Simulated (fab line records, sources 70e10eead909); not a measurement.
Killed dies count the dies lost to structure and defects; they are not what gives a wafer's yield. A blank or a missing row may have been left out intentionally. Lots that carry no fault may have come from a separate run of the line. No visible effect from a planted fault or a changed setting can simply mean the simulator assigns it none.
Chamber matching + flow nand_harc + NHARC_A_CONTACT_DESCUM_13 on rie_diel-11: 4 sister chambers
The step chemistry O2, time 3 s. 7 wafers are shown with their chamber, then 8 later ones without.

WAFERS WITH THEIR CHAMBER
| wafer  | chamber | drypump_motor_current_A (A) | showerhead_plenum_p_Torr (Torr) |
|--------|---------|-----------------------------|---------------------------------|
| L077.2 | 1       | 5.47                        | 1.79                            |
| L079.5 | 3       | 5.67                        | 1.87                            |
| L083.3 | 2       | 6.05                        | 2.06                            |
| L088.2 | 3       | 5.68                        | 1.86                            |
| L088.3 | 0       | 5.96                        | 1.77                            |
| L088.6 | 2       | 6.05                        | 2.05                            |
| L089.3 | 0       | 5.96                        | 1.77                            |

WAFERS WHOSE CHAMBER IS MISSING
| wafer  | drypump_motor_current_A (A) | showerhead_plenum_p_Torr (Torr) |
|--------|-----------------------------|---------------------------------|
| L089.4 | 5.68                        | 1.86                            |
| L089.5 | 5.97                        | 1.77                            |
| L096.1 | 5.46                        | 1.77                            |
| L096.2 | 5.97                        | 1.76                            |
| L096.5 | 5.45                        | 1.77                            |
| L096.3 | 6.03                        | 2.05                            |
| L096.4 | 5.69                        | 1.85                            |
| L096.6 | 5.96                        | 1.76                            |

THE CHAMBER EACH PASSED THROUGH
| wafer  | from the rows above | in truth |
|--------|---------------------|----------|
| L089.4 | 3                   | 3        |
| L089.5 | 0                   | 0        |
| L096.1 | 1                   | 1        |
| L096.2 | 0                   | 0        |
| L096.5 | 1                   | 1        |
| L096.3 | 2                   | 2        |
| L096.4 | 3                   | 3        |
| L096.6 | 0                   | 0        |
8 of 8 placed correctly. Left unplaced by these rows: 0. Wrongly placed: 0.
How it was worked out, from the rows above alone: a wafer's distance from a chamber is the root of the sum, over the readings, of the square of ((its reading less the chamber's mean) divided by the reading's scatter). If the next closest chamber is less than 2 further off than the closest, the wafer can't be placed; otherwise it belongs to the closest. The mean given for a chamber averages the wafers shown for that chamber. How the scatter is found: for the shown wafers, subtract from each reading the mean of its chamber, square and add these, divide the total by (wafers less chambers), then take the root.
